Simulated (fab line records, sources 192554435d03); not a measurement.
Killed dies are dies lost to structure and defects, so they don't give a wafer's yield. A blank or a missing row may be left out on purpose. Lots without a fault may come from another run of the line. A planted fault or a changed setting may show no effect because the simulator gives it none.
fab line records | flow n5_finfet
record lots=24 wafers=72 last_day=17
route steps=1938 shown MOL_CONTACT_COAG@580 BEOL_M0_SAQP@636
lots that met no fault: from a run of the same line without faults
start_h: hours from the record's first day to the start of the lot's first wafer shown | wait_h: hours since the lot's step before | " the same as in the row above | L1.1+2: a row that stands for several wafers | - no value, or no start given | * or withheld: withheld | < > ~ a bound
route shown NAME@n: a module of which the file shows steps, and the number in the route of the first | usual: mean/standard deviation of fault-free wafers | same: alike in all rows | chamber/n: place in a boat | sites: the reading at each site | _std_site: their standard deviation | _edge_site: outer sites' mean less inner sites' | radius_mm: how far each site lies from the wafer's centre | mask NAME#n: copy n | behind: the tool/chamber that last shaped the wafer | hold: why the lot was held/for how many hours/how that ended | device: the transistor (n, p or np) that didn't switch | end of line: the same wafers' tests at the end of the route | a step without rows: its recipe alone | killed: dies lost to structure and defects at the first sort, not the wafer's yield | map: a wafer's dies, x killed, . not, _ none there
set.NAME: the setting as run; set.NAME@STEP: as run at that earlier step | model.NAME: the simulator's own value behind a step, which no gauge read
steps of the route over a sample of lots; a table a step, a row a wafer
services: from which hour (start_h, from the record's first day; less than 0 if before it) a tool's chamber was out of use, for how many hours, and why
## steps
# step N5_MOL_CONTACT_COAG_ETCHBACK_132
# recipe chemistry=CHF3 target=SiO2 target_depth_a=100 time_s=6.7 ion_energy_ev=200 pressure_mtorr=30 source_w=610 bias_w=170 Ar_flow_sccm=200 CHF3_flow_sccm=50
# usual drypump_motor_current_A=5.8/0.55 oes_f_703_au=0.78/0.074 oes_product_au=0.78/0.078 rf_vpp_V=527/4.5 showerhead_plenum_p_Torr=2.38/0.076 throttle_valve_pct=18.74/0.27
# columns lot.wafer tool chamber start_h wait_h drypump_motor_current_A oes_f_703_au oes_product_au rf_hours_counter_h rf_vpp_V showerhead_plenum_p_Torr throttle_valve_pct
L074.2 rie_diel-04 1 98.40 0.1 6.0 0.70 0.68 240 523 2.34 18.95
L074.5 " 1 " " 6.0 0.69 0.68 - 523 2.34 18.96
L074.6 " 2 " " 5.9 0.87 0.89 - 532 2.33 18.68
L075.3 rie_diel-02 3 108.26 0.2 5.1 0.67 0.68 199 518 2.36 19.16
L075.4 " 2 " " 6.5 0.85 0.85 71 526 2.41 18.84
L075.5 " 2 " " 6.5 0.85 0.85 - 528 2.41 18.84
L076.2 rie_diel-06 3 111.03 0.2 5.0 0.83 0.83 67 532 2.41 18.75
L076.4 " 1 " " 5.7 0.77 0.77 118 530 2.49 19.02
L076.6 " 1 " " 5.7 0.76 0.77 - 531 2.49 19.02
L077.1 rie_diel-04 0 115.56 0.1 6.5 0.70 0.69 223 523 2.36 18.89
L077.3 " 3 " " 6.0 0.86 0.90 31 533 2.52 18.54
L077.5 " 3 " " 6.0 0.86 0.89 - 533 2.52 18.54
L078.1 rie_diel-04 2 128.11 0.1 5.8 0.85 0.86 48 532 2.32 18.70
L078.3 " 0 " " 6.5 0.69 0.68 229 522 2.36 18.90
L078.6 " 3 " " 6.0 0.85 0.88 - 534 2.52 18.55
L079.1 rie_diel-06 1 133.22 0.1 5.7 0.76 0.76 124 531 2.48 19.04
L079.4 " 2 " " 6.0 0.73 0.74 141 528 2.29 18.55
L079.6 " 1 " " 5.7 0.75 0.76 - 532 2.48 19.03
L080.1 rie_diel-04 1 133.70 0.1 5.9 0.69 0.68 246 523 2.34 18.95
L080.3 " 2 " " 5.9 0.84 0.86 50 532 2.32 18.72
L080.6 " 2 " " 5.8 0.84 0.85 - 531 2.32 18.71
L081.1 rie_diel-02 0 139.05 0.1 5.2 0.91 0.92 16 520 2.33 18.20
L081.4 " 3 " " 5.1 0.67 0.68 - 519 2.35 19.19
L081.6 " 1 " " 5.5 0.71 0.71 - 526 2.46 18.94
L082.1 rie_diel-02 1 146.24 0.1 5.5 0.71 0.71 204 527 2.45 18.94
L082.4 " 2 " " 6.5 0.84 0.86 76 527 2.41 18.85
L082.6 " 0 " " 5.3 0.91 0.92 - 522 2.33 18.20
L083.1 rie_diel-06 2 148.91 0.1 6.0 0.72 0.74 146 529 2.29 18.57
L083.2 " 3 " " 4.9 0.81 0.81 79 532 2.41 18.77
L083.4 " 0 " " 6.8 0.77 0.78 102 526 2.29 18.35
L084.3 rie_diel-06 2 158.68 0.1 6.0 0.72 0.73 149 529 2.29 18.57
L084.5 " 2 " " 6.0 0.73 0.73 - 528 2.29 18.57
L084.6 " 3 " " 4.9 0.80 0.81 - 531 2.40 18.77
L085.2 rie_diel-04 3 168.34 0.1 6.0 0.83 0.84 54 532 2.51 18.58
L085.4 " 0 " " 6.5 0.69 0.67 - 520 2.35 18.91
L085.6 " 3 " " 6.0 0.82 0.85 - 532 2.51 18.58
L086.1 rie_diel-06 2 168.88 0.1 6.0 0.72 0.72 154 527 2.29 18.57
L086.2 " 0 " " 6.8 0.78 0.79 105 526 2.29 18.37
L086.4 " 1 " " 5.7 0.74 0.74 138 531 2.48 19.06
L087.2 rie_diel-06 2 176.65 0.1 5.9 0.72 0.73 157 529 2.29 18.58
L087.5 " 3 " " 4.9 0.80 0.80 - 531 2.40 18.78
L087.6 " 2 " " 5.9 0.73 0.72 - 528 2.29 18.57
L088.2 rie_diel-06 0 191.64 0.2 6.8 0.77 0.77 112 526 2.29 18.35
L088.3 " 3 " " 4.9 0.79 0.80 97 534 2.40 18.79
L088.5 " 3 " " 4.9 0.79 0.80 - 532 2.40 18.78
L089.2 rie_diel-04 1 191.97 0.3 5.9 0.96 0.96 6 523 2.33 18.58
L089.3 " 3 " " 6.0 0.82 0.84 63 534 2.51 18.58
L089.6 " 2 " " 5.8 0.81 0.83 - 529 2.31 18.75
L090.1 rie_diel-04 3 197.50 0.3 6.0 0.82 0.83 66 534 2.51 18.59
L090.3 " 1 " " 5.9 0.96 0.93 10 521 2.33 18.61
L090.6 " 3 " " 6.0 0.81 0.83 - 533 2.51 18.60
L091.4 rie_diel-06 1 202.98 0.2 5.7 0.74 0.74 151 530 2.47 19.08
L091.5 " 3 " " 4.9 0.79 0.80 - 531 2.40 18.80
L091.6 " 2 " " 5.9 0.71 0.71 - 527 2.28 18.58
L092.1 rie_diel-06 2 207.34 0.1 5.9 0.71 0.72 170 531 2.28 18.60
L092.4 " 3 " " 4.9 0.79 0.79 104 532 2.40 18.80
L092.6 " 0 " " 6.8 0.76 0.77 - 525 2.29 18.38
L093.1 rie_diel-02 3 215.75 0.1 5.1 0.66 0.66 237 519 2.35 19.24
L093.4 " 1 " " 5.5 0.70 0.70 222 527 2.45 18.97
L093.5 " 1 " " 5.5 0.70 0.70 - 527 2.45 18.95
L094.2 rie_diel-02 3 223.31 0.1 5.1 0.65 0.65 239 518 2.35 19.23
L094.3 " 2 " " 6.5 0.82 0.82 97 528 2.40 18.87
L094.4 " 1 " " 5.5 0.70 0.70 224 527 2.45 18.97
L095.1 rie_diel-02 0 229.24 0.1 5.3 0.87 0.85 43 520 2.32 18.24
L095.3 " 2 " " 6.5 0.82 0.81 100 527 2.40 18.90
L095.4 " 3 " " 5.1 0.65 0.65 242 518 2.34 19.25
L096.2 rie_diel-06 2 234.45 0.1 5.9 0.70 0.70 179 528 2.28 18.63
L096.3 " 1 " " 5.7 0.73 0.73 163 531 2.47 19.10
L096.6 " 2 " " 5.9 0.70 0.71 - 529 2.28 18.62
L097.1 rie_diel-02 0 238.22 0.1 5.2 0.86 0.85 46 520 2.32 18.24
L097.4 " 2 " " 6.5 0.81 0.81 104 528 2.40 18.90
L097.5 " 1 " " 5.5 0.69 0.69 - 527 2.44 18.98
# step N5_MOL_CONTACT_COAG_STRIP_72
# recipe chemistry=N2/H2 power_w=450 temp_c=40 pressure_mtorr=20 rf_frequency_hz=6e+07 overash_fraction=3 bias_power_w=7 h2_frac=0.5 n2_flow_sccm=200 h2_flow_sccm=200
# usual drypump_motor_current_A=5.8/0.59 oes_product_au=0.78/0.073 rf_vpp_V=59.3/1.9 showerhead_plenum_p_Torr=2.54/0.085 throttle_valve_pct=23.7/0.34
# same overash_fraction=3
# columns lot.wafer tool chamber start_h wait_h drypump_motor_current_A oes_product_au rf_hours_counter_h rf_vpp_V showerhead_plenum_p_Torr throttle_valve_pct
L074.2 rie_diel-04 3 100.60 0.0 6.0 0.90 23 59.6 2.70 23.5
L074.5 " 2 " " 5.8 0.90 - 57.7 2.48 23.7
L074.6 " 1 " " 5.9 0.67 - 60.4 2.50 23.8
L075.3 rie_diel-02 0 110.41 0.0 5.3 0.97 3 58.9 2.50 23.5
L075.4 " 3 " " 5.1 0.68 200 60.2 2.53 24.3
L075.5 " 1 " " 5.5 0.72 - 57.2 2.64 23.9
L076.2 rie_diel-04 2 113.02 0.0 5.9 0.87 41 58.2 2.48 23.8
L076.4 " 0 " " 6.5 0.70 - 57.4 2.50 23.6
L076.6 " 3 " " 6.0 0.88 - 61.5 2.70 23.5
L077.1 rie_diel-04 2 117.95 0.0 5.8 0.84 43 58.3 2.48 23.7
L077.3 " 3 " " 6.0 0.88 32 58.6 2.70 23.5
L077.5 " 2 " " 5.9 0.86 - 56.1 2.48 23.8
L078.1 rie_diel-06 2 130.10 0.0 5.9 0.74 140 59.8 2.44 23.3
L078.3 " 3 " " 5.0 0.82 74 57.3 2.58 24.0
L078.6 " 2 " " 5.9 0.75 - 62.0 2.44 23.3
L079.1 rie_diel-04 0 134.87 0.0 6.5 0.68 231 60.0 2.49 23.6
L079.4 " 1 " " 5.9 0.67 247 57.9 2.50 23.8
L079.6 " 0 " " 6.5 0.67 - 58.6 2.50 23.6
L080.1 rie_diel-06 0 135.49 0.0 6.8 0.81 98 56.5 2.46 23.2
L080.3 " 3 " " 4.9 0.83 75 54.4 2.58 24.0
L080.6 " 3 " " 4.9 0.82 - 60.0 2.57 24.0
L081.1 rie_diel-06 0 140.71 0.0 6.8 0.80 99 58.5 2.46 23.2
L081.4 " 1 " " 5.7 0.78 126 57.5 2.66 24.1
L081.6 " 3 " " 4.9 0.83 - 58.3 2.58 24.0
L082.1 rie_diel-02 3 148.03 0.0 5.1 0.68 217 58.8 2.52 24.4
L082.4 " 0 " " 5.3 0.93 20 58.5 2.49 23.5
L082.6 " 1 " " 5.5 0.71 - 58.7 2.63 23.9
L083.1 rie_diel-06 1 150.44 0.0 5.8 0.76 129 56.8 2.66 24.0
L083.2 " 0 " " 6.8 0.80 103 60.2 2.46 23.2
L083.4 " 3 " " 4.9 0.83 80 59.1 2.57 24.0
L084.3 rie_diel-02 3 160.64 0.0 5.1 0.67 222 58.8 2.52 24.4
L084.5 " 1 " " 5.5 0.71 - 57.3 2.63 24.0
L084.6 " 0 " " 5.2 0.91 - 58.5 2.49 23.5
L085.2 rie_diel-04 2 170.18 0.0 5.9 0.83 66 61.5 2.47 23.8
L085.4 " 0 " " 6.5 0.69 - 58.0 2.49 23.6
L085.6 " 3 " " 6.0 0.84 - 60.1 2.69 23.6
L086.1 rie_diel-02 3 170.57 0.0 5.1 0.67 227 58.9 2.51 24.4
L086.2 " 2 " " 6.5 0.82 85 60.3 2.57 23.8
L086.4 " 1 " " 5.5 0.70 213 58.5 2.63 24.0
L087.2 rie_diel-06 2 178.31 0.0 6.0 0.72 158 59.7 2.43 23.3
L087.5 " 2 " " 6.0 0.73 - 59.1 2.43 23.4
L087.6 " 3 " " 4.9 0.80 - 54.0 2.57 24.0
L088.2 rie_diel-04 1 194.64 0.0 6.0 0.95 8 60.4 2.49 23.6
L088.3 " 2 " " 5.9 0.83 76 58.9 2.46 23.7
L088.5 " 3 " " 6.0 0.82 - 58.4 2.68 23.6
L089.2 rie_diel-06 3 194.65 0.0 4.9 0.81 99 59.3 2.57 24.0
L089.3 " 0 " " 6.8 0.77 114 60.0 2.45 23.2
L089.6 " 1 " " 5.7 0.76 - 60.0 2.65 24.1
L090.1 rie_diel-06 1 201.08 0.0 5.7 0.74 150 59.0 2.65 24.1
L090.3 " 3 " " 4.9 0.79 102 57.4 2.56 24.1
L090.6 " 2 " " 6.0 0.72 - 60.4 2.43 23.4
L091.4 rie_diel-06 2 204.79 0.0 6.0 0.71 169 60.4 2.43 23.3
L091.5 " 0 " " 6.9 0.77 - 57.1 2.45 23.2
L091.6 " 3 " " 4.9 0.80 - 58.2 2.56 24.0
L092.1 rie_diel-06 2 208.99 0.0 5.9 0.72 171 57.9 2.42 23.4
L092.4 " 0 " " 6.8 0.77 120 59.5 2.45 23.2
L092.6 " 1 " " 5.8 0.73 - 58.0 2.65 24.1
L093.1 rie_diel-06 0 217.28 0.0 6.8 0.77 124 58.2 2.45 23.2
L093.4 " 2 " " 5.9 0.72 174 60.4 2.42 23.3
L093.5 " 0 " " 6.8 0.77 - 60.1 2.45 23.2
L094.2 rie_diel-06 1 225.35 0.0 5.7 0.72 159 60.7 2.64 24.1
L094.3 " 3 " " 5.0 0.79 110 58.0 2.56 24.1
L094.4 " 2 " " 5.9 0.73 176 57.4 2.42 23.3
L095.1 rie_diel-06 1 230.95 0.0 5.7 0.73 161 61.4 2.64 24.1
L095.3 " 3 " " 4.9 0.77 112 61.9 2.56 24.1
L095.4 " 2 " " 6.0 0.72 177 58.7 2.42 23.4
L096.2 rie_diel-02 2 236.17 0.0 6.5 0.82 103 59.2 2.56 23.8
L096.3 " 1 " " 5.5 0.69 229 58.6 2.62 24.0
L096.6 " 3 " " 5.1 0.66 - 58.9 2.51 24.4
L097.1 rie_diel-02 1 240.06 0.0 5.5 0.69 231 61.7 2.62 24.0
L097.4 " 0 " " 5.2 0.86 47 62.6 2.48 23.5
L097.5 " 2 " " 6.5 0.81 - 61.2 2.56 23.8
# step N5_MOL_CONTACT_COAG_STRIP_49
# recipe chemistry=N2/H2 time_s=30 power_w=1000 temp_c=250 pressure_mtorr=withheld n2_flow_sccm=1750 h2_flow_sccm=3250
# usual drypump_motor_current_A=5.5/0.66 heater_power_w=328/17
# columns lot.wafer tool chamber start_h wait_h drypump_motor_current_A heater_power_w rf_hours_counter_h
L074.2 plasma_asher-01 1 100.68 - 5.3 334 45
L074.5 " 1 " " 5.3 343 -
L074.6 " 0 " " 6.6 351 -
L075.3 plasma_asher-02 0 110.51 - 4.9 334 -
L075.4 " 1 " " 5.2 297 -
L075.5 " 0 " " 4.9 337 -
L076.2 plasma_asher-01 0 113.10 - 6.6 331 48
L076.4 " 0 " " 6.6 334 -
L076.6 " 1 " " 5.3 338 -
L077.1 plasma_asher-01 1 118.03 - 5.3 330 50
L077.3 " 1 " " 5.3 339 -
L077.5 " 0 " " 6.6 338 -
L078.1 plasma_asher-01 1 130.18 - 5.3 333 52
L078.3 " 1 " " 5.3 343 -
L078.6 " 0 " " 6.6 333 -
L079.1 plasma_asher-01 0 134.95 - 6.6 346 52
L079.4 " 0 " " 6.6 341 -
L079.6 " 0 " " 6.6 344 -
L080.1 plasma_asher-02 1 135.57 - 5.2 303 97
L080.3 " 0 " " 4.9 330 -
L080.6 " 1 " " 5.2 301 -
L081.1 plasma_asher-01 0 140.79 - 6.6 336 53
L081.4 " 0 " " 6.6 338 -
L081.6 " 0 " " 6.6 344 -
L082.1 plasma_asher-01 1 148.11 - 5.3 333 54
L082.4 " 1 " " 5.3 334 -
L082.6 " 0 " " 6.6 343 -
L083.1 plasma_asher-02 1 150.52 - 5.2 299 100
L083.2 " 0 " " 4.9 334 100
L083.4 " 0 " " 4.9 334 -
L084.3 plasma_asher-02 0 160.74 - 4.9 332 -
L084.5 " 0 " " 4.9 332 -
L084.6 " 1 " " 5.2 294 -
L085.2 plasma_asher-02 0 170.26 - 4.9 330 108
L085.4 " 0 " " 4.9 328 -
L085.6 " 1 " " 5.2 300 -
L086.1 plasma_asher-02 0 170.65 - 4.9 332 108
L086.2 " 1 " " 5.2 290 108
L086.4 " 1 " " 5.2 294 -
L087.2 plasma_asher-02 0 178.60 - 4.9 328 111
L087.5 " 1 " " 5.2 297 -
L087.6 " 0 " " 4.9 336 -
L088.2 plasma_asher-02 0 194.72 - 4.9 336 117
L088.3 " 1 " " 5.2 296 -
L088.5 " 0 " " 4.9 342 -
L089.2 plasma_asher-02 1 194.78 - 5.2 296 117
L089.3 " 1 " " 5.2 290 -
L089.6 " 0 " " 4.9 330 -
L090.1 plasma_asher-01 0 201.16 - 6.6 347 56
L090.3 " 1 " " 5.3 332 -
L090.6 " 1 " " 5.3 338 -
L091.4 plasma_asher-02 0 204.89 - 4.9 329 -
L091.5 " 1 " " 5.2 287 -
L091.6 " 0 " " 4.9 334 -
L092.1 plasma_asher-01 1 209.07 - 5.3 337 57
L092.4 " 0 " " 6.6 352 -
L092.6 " 0 " " 6.6 334 -
L093.1 plasma_asher-01 1 217.36 - 5.3 335 59
L093.4 " 1 " " 5.3 331 -
L093.5 " 0 " " 6.6 351 -
L094.2 plasma_asher-01 1 225.43 - 5.3 336 60
L094.3 " 1 " " 5.3 336 -
L094.4 " 0 " " 6.6 331 -
L095.1 plasma_asher-01 0 231.04 - 6.6 340 62
L095.3 " 1 " " 5.3 335 -
L095.4 " 0 " " 6.6 336 -
L096.2 plasma_asher-01 0 236.25 - 6.6 340 63
L096.3 " 1 " " 5.3 335 -
L096.6 " 1 " " 5.3 335 -
L097.1 plasma_asher-02 1 240.14 - 5.2 300 127
L097.4 " 0 " " 4.9 329 -
L097.5 " 0 " " 4.9 336 -
# step N5_MOL_CONTACT_COAG_CVD_140
# recipe material=W target_thk_a=665 mode=selective_fill temp_c=300 time_s=215
# usual heater_power_w=463/54
# columns lot.wafer tool chamber start_h wait_h heater_power_w
L074.2 cvd_w-02 0 100.95 0.1 370
L074.5 " 1 " " 472
L074.6 " 0 " " 371
L075.3 cvd_w-02 1 110.86 0.1 475
L075.4 " 0 " " 391
L075.5 " 1 " " 478
L076.2 cvd_w-01 0 113.55 0.2 493
L076.4 " 0 " " 492
L076.6 " 0 " " 487
L077.1 cvd_w-01 0 118.40 0.1 500
L077.3 " 0 " " 511
L077.5 " 0 " " 513
L078.1 cvd_w-02 1 130.46 0.1 486
L078.3 " 0 " " 376
L078.6 " 0 " " 373
L079.1 cvd_w-01 0 135.23 0.1 492
L079.4 " 1 " " 512
L079.6 " 1 " " 513
L080.1 cvd_w-02 0 135.85 0.1 376
L080.3 " 0 " " 384
L080.6 " 1 " " 479
L081.1 cvd_w-02 0 141.07 0.1 380
L081.4 " 0 " " 371
L081.6 " 1 " " 480
L082.1 cvd_w-01 0 148.39 0.1 487
L082.4 " 0 " " 508
L082.6 " 0 " " 510
L083.1 cvd_w-01 1 150.80 0.1 515
L083.2 " 0 " " 495
L083.4 " 1 " " 510
L084.3 cvd_w-02 1 161.08 0.1 476
L084.5 " 1 " " 483
L084.6 " 0 " " 376
L085.2 cvd_w-01 1 170.54 0.1 515
L085.4 " 1 " " 514
L085.6 " 0 " " 503
L086.1 cvd_w-02 0 170.93 0.1 377
L086.2 " 1 " " 474
L086.4 " 1 " " 490
L087.2 cvd_w-02 1 178.88 0.1 482
L087.5 " 0 " " 374
L087.6 " 1 " " 477
L088.2 cvd_w-01 0 195.00 0.1 516
L088.3 " 0 " " 502
L088.5 " 0 " " 509
L089.2 cvd_w-02 0 195.06 0.1 380
L089.3 " 1 " " 482
L089.6 " 1 " " 475
L090.1 cvd_w-01 0 201.44 0.1 510
L090.3 " 1 " " 517
L090.6 " 1 " " 515
L091.4 cvd_w-01 0 205.23 0.1 492
L091.5 " 0 " " 497
L091.6 " 1 " " 516
L092.1 cvd_w-02 0 209.35 0.1 385
L092.4 " 1 " " 490
L092.6 " 0 " " 368
L093.1 cvd_w-02 1 217.64 0.1 473
L093.4 " 1 " " 470
L093.5 " 0 " " 380
L094.2 cvd_w-01 0 226.04 0.1 498
L094.3 " 1 " " 507
L094.4 " 0 " " 490
L095.1 cvd_w-02 0 231.31 0.1 379
L095.3 " 1 " " 477
L095.4 " 0 " " 379
L096.2 cvd_w-02 1 236.53 0.1 480
L096.3 " 0 " " 382
L096.6 " 0 " " 372
L097.1 cvd_w-01 1 240.42 0.1 519
L097.4 " 1 " " 509
L097.5 " 0 " " 505
# step N5_BEOL_M0_SAQP_PECVD_96
# recipe material=a-Si target_thk_a=450 temp_c=350 precursor=SiH4/He pressure_torr=3 rf_w=100 time_s=45.2
# usual heater_power_w=661/85 showerhead_plenum_p_Torr=5.67/0.049 throttle_valve_pct=18.2/0.83
# columns lot.wafer tool chamber start_h wait_h heater_power_w showerhead_plenum_p_Torr throttle_valve_pct
L074.2 pecvd-04 1 106.24 0.0 708 5.70 17.7
L074.5 " 0 " " 552 5.65 18.7
L074.6 " 1 " " 715 5.69 17.7
L075.3 pecvd-03 1 116.42 0.0 579 5.73 18.7
L075.4 " 0 " " 555 5.76 18.3
L075.5 " 1 " " 593 5.74 18.7
L076.2 pecvd-01 2 119.92 0.0 602 5.58 17.3
L076.4 " 2 " " 611 5.60 17.3
L076.6 " 1 " " 800 5.66 19.2
L077.1 pecvd-03 1 124.06 0.0 585 5.72 18.6
L077.3 " 2 " " 702 5.62 17.5
L077.5 " 0 " " 556 5.77 18.1
L078.1 pecvd-01 0 136.84 0.0 725 5.67 19.2
L078.3 " 2 " " 621 5.57 17.6
L078.6 " 2 " " 622 5.59 17.7
L079.1 pecvd-03 0 139.46 0.0 556 5.76 18.1
L079.4 " 2 " " 648 5.63 17.8
L079.6 " 0 " " 557 5.76 18.0
L080.1 pecvd-01 2 143.84 0.0 600 5.58 17.5
L080.3 " 0 " " 736 5.66 19.2
L080.6 " 1 " " 777 5.66 19.2
L081.1 pecvd-04 2 147.50 0.0 644 5.70 16.9
L081.4 " 2 " " 652 5.70 16.8
L081.6 " 1 " " 809 5.70 17.8
L082.1 pecvd-01 0 153.94 0.0 739 5.67 19.3
L082.4 " 1 " " 694 5.66 19.3
L082.6 " 0 " " 762 5.67 19.2
L083.1 pecvd-01 0 157.78 0.0 711 5.66 19.1
L083.2 " 2 " " 589 5.60 17.2
L083.4 " 1 " " 770 5.67 19.7
L084.3 pecvd-01 0 167.57 0.0 746 5.66 19.3
L084.5 " 1 " " 780 5.67 19.3
L084.6 " 0 " " 751 5.65 19.3
L085.2 pecvd-01 2 175.09 0.0 550 5.59 17.4
L085.4 " 2 " " 543 5.60 17.2
L085.6 " 0 " " 706 5.67 19.1
L086.1 pecvd-01 2 178.32 0.0 620 5.59 17.3
L086.2 " 0 " " 656 5.67 19.3
L086.4 " 2 " " 623 5.59 17.4
L087.2 pecvd-04 2 184.90 0.0 659 5.70 17.1
L087.5 " 1 " " 766 5.69 17.7
L087.6 " 2 " " 662 5.70 16.9
L088.2 pecvd-04 1 199.23 0.0 818 5.70 17.9
L088.3 " 0 " " 542 5.65 18.8
L088.5 " 1 " " 845 5.70 17.6
L089.2 pecvd-03 2 202.24 0.0 670 5.64 17.7
L089.3 " 0 " " 581 5.75 17.8
L089.6 " 0 " " 604 5.76 18.0
L090.1 pecvd-04 1 206.10 0.0 751 5.71 17.7
L090.3 " 0 " " 617 5.65 18.9
L090.6 " 1 " " 749 5.70 17.8
L091.4 pecvd-03 2 211.12 0.0 661 5.64 17.8
L091.5 " 0 " " 562 5.76 18.0
L091.6 " 1 " " 557 5.76 18.6
L092.1 pecvd-03 2 214.28 0.0 732 5.65 17.8
L092.4 " 2 " " 721 5.65 17.7
L092.6 " 1 " " 591 5.74 18.6
L093.1 pecvd-04 2 223.94 0.0 660 5.70 17.1
L093.4 " 0 " " 615 5.65 18.5
L093.5 " 2 " " 663 5.71 16.9
L094.2 pecvd-04 0 230.52 0.0 590 5.63 18.7
L094.3 " 0 " " 592 5.63 18.9
L094.4 " 2 " " 745 5.70 17.0
L095.1 pecvd-01 0 236.90 0.0 762 5.68 19.5
L095.3 " 2 " " 601 5.59 17.4
L095.4 " 1 " " 798 5.67 19.3
L096.2 pecvd-03 2 242.54 0.0 649 5.64 17.8
L096.3 " 0 " " 587 5.74 18.4
L096.6 " 0 " " 596 5.76 17.8
L097.1 pecvd-04 0 247.08 0.0 575 5.65 18.7
L097.4 " 2 " " 737 5.69 17.1
L097.5 " 1 " " 791 5.68 17.6
# step N5_BEOL_M0_SAQP_MANDREL2_REMOVE_110
# recipe chemistry=HBr/Cl2/O2 bt_time_s=10 target=a-Si stop_on=SiCN endpoint=OES-SiCl over_etch_frac=1 icp_w=600 bias_w=30 HBr_flow_sccm=150 Cl2_flow_sccm=80 O2_flow_sccm=5 pressure_mtorr=10
# usual drypump_motor_current_A=5.9/0.54 oes_product_au=1.004/0.012 throttle_valve_pct=36.77/0.26
# same bt_time_s=10
# columns lot.wafer tool chamber start_h wait_h drypump_motor_current_A oes_product_au rf_hours_counter_h throttle_valve_pct
L074.2 rie_si-06 0 110.30 0.1 6.6 1.001 62 37.06
L074.5 " 1 " " 5.0 1.000 - 36.25
L074.6 " 2 " " 5.6 0.989 - 36.71
L075.3 rie_si-05 1 121.11 0.1 5.3 0.990 154 36.94
L075.4 " 3 " " 6.6 1.011 191 36.38
L075.5 " 1 " " 5.3 0.991 - 36.94
L076.2 rie_si-01 1 123.90 0.1 6.3 1.004 118 36.61
L076.4 " 2 " " 6.2 1.020 150 36.73
L076.6 " 3 " " 6.3 1.005 - 36.90
L077.1 rie_si-06 1 128.25 0.1 5.0 0.992 5 36.25
L077.3 " 3 " " 5.8 0.977 190 37.12
L077.5 " 3 " " 5.9 0.979 - 37.13
L078.1 rie_si-05 1 142.60 0.1 5.2 0.996 154 36.95
L078.3 " 3 " " 6.6 1.009 191 36.37
L078.6 " 1 " " 5.3 0.997 - 36.93
L079.1 rie_si-06 3 145.33 0.1 5.8 0.996 191 37.12
L079.4 " 2 " " 5.7 0.996 81 36.72
L079.6 " 1 " " 5.0 1.010 - 36.24
L080.1 rie_si-05 2 148.16 0.1 5.3 1.018 86 36.92
L080.3 " 0 " " 5.7 1.018 46 36.51
L080.6 " 2 " " 5.3 1.008 - 36.88
L081.1 rie_si-01 0 151.53 0.1 6.2 1.017 16 37.11
L081.4 " 2 " " 6.2 1.010 150 36.73
L081.6 " 1 " " 6.3 1.002 - 36.62
L082.1 rie_si-01 2 159.00 0.1 6.2 1.009 150 36.74
L082.4 " 3 " " 6.3 1.007 168 36.93
L082.6 " 1 " " 6.3 0.998 - 36.63
L083.1 rie_si-06 0 162.57 0.1 6.6 0.997 63 37.05
L083.2 " 3 " " 5.8 0.991 191 37.11
L083.4 " 1 " " 5.0 1.005 6 36.24
L084.3 rie_si-05 0 171.54 0.1 5.7 1.012 46 36.51
L084.5 " 2 " " 5.3 1.005 - 36.89
L084.6 " 1 " " 5.3 0.990 - 36.95
L085.2 rie_si-06 0 179.42 0.1 6.6 1.002 63 37.06
L085.4 " 0 " " 6.6 1.003 - 37.06
L085.6 " 2 " " 5.7 0.984 - 36.73
L086.1 rie_si-05 2 182.39 0.1 5.3 1.004 86 36.90
L086.2 " 3 " " 6.6 1.018 0 36.41
L086.4 " 1 " " 5.3 0.998 155 36.94
L087.2 rie_si-06 0 191.94 0.1 6.7 1.000 64 37.05
L087.5 " 2 " " 5.7 0.984 - 36.72
L087.6 " 0 " " 6.7 0.998 - 37.05
L088.2 rie_si-06 2 203.21 0.1 5.7 0.991 82 36.71
L088.3 " 3 " " 5.8 1.004 0 37.10
L088.5 " 0 " " 6.6 1.009 - 37.06
L089.2 rie_si-06 2 206.52 0.1 5.7 0.980 83 36.69
L089.3 " 3 " " 5.9 1.009 0 37.10
L089.6 " 1 " " 5.0 1.002 - 36.23
L090.1 rie_si-05 0 209.97 0.1 5.8 1.027 47 36.54
L090.3 " 3 " " 6.5 1.011 0 36.42
L090.6 " 3 " " 6.6 1.025 - 36.42
L091.4 rie_si-05 2 216.55 0.1 5.3 1.008 87 36.88
L091.5 " 2 " " 5.3 1.014 - 36.90
L091.6 " 1 " " 5.3 1.000 - 36.94
L092.1 rie_si-05 1 218.88 0.1 5.3 0.993 156 36.93
L092.4 " 3 " " 6.6 1.024 1 36.42
L092.6 " 0 " " 5.7 1.025 - 36.52
L093.1 rie_si-01 0 227.93 0.1 6.2 1.001 17 37.11
L093.4 " 2 " " 6.2 1.002 151 36.73
L093.5 " 1 " " 6.3 1.000 - 36.63
L094.2 rie_si-05 2 235.17 0.1 5.3 1.010 87 36.89
L094.3 " 1 " " 5.3 1.001 156 36.95
L094.4 " 0 " " 5.7 1.028 47 36.51
L095.1 rie_si-01 1 241.21 0.1 6.3 1.006 120 36.62
L095.3 " 2 " " 6.2 1.001 152 36.74
L095.4 " 0 " " 6.2 1.012 17 37.11
L096.2 rie_si-06 2 246.50 0.1 5.7 0.998 83 36.72
L096.3 " 0 " " 6.6 0.997 65 37.06
L096.6 " 1 " " 5.0 1.013 - 36.24
L097.1 rie_si-01 3 251.58 0.1 6.3 0.989 170 36.90
L097.4 " 1 " " 6.3 0.999 121 36.62
L097.5 " 2 " " 6.2 1.005 - 36.72
## services
# columns tool chamber start_h hours kind
pecvd-03 0 83.67 12.7 repair
rie_diel-02 0 85.26 - clean
rie_diel-04 0 96.47 9.4 repair
rie_si-06 3 101.62 9.4 repair
cvd_w-01 - 103.60 1.7 repair
rie_diel-04 1 108.49 18.2 repair
plasma_asher-02 - 108.90 1.4 repair
cvd_w-01 1 111.57 13.5 repair
cvd_w-01 - 127.84 0.4 repair
pecvd-04 - 133.61 0.5 repair
plasma_asher-01 - 153.76 14.6 pm
rie_diel-06 2 154.30 2.7 repair
rie_si-05 3 158.32 2.6 repair
plasma_asher-01 - 168.36 28.1 pm
rie_si-06 1 176.91 5.9 repair
pecvd-03 - 182.57 0.5 repair
rie_diel-02 - 187.98 14.6 pm
rie_si-06 1 190.62 6.1 repair
pecvd-04 - 197.88 0.6 repair
rie_diel-04 1 209.25 5.5 repair
rie_diel-04 0 234.06 1.5 repair
cvd_w-02 - 235.20 0.4 repair
rie_si-05 - 238.17 0.2 repair
rie_si-05 - 250.09 2.8 pm
## key
fault none
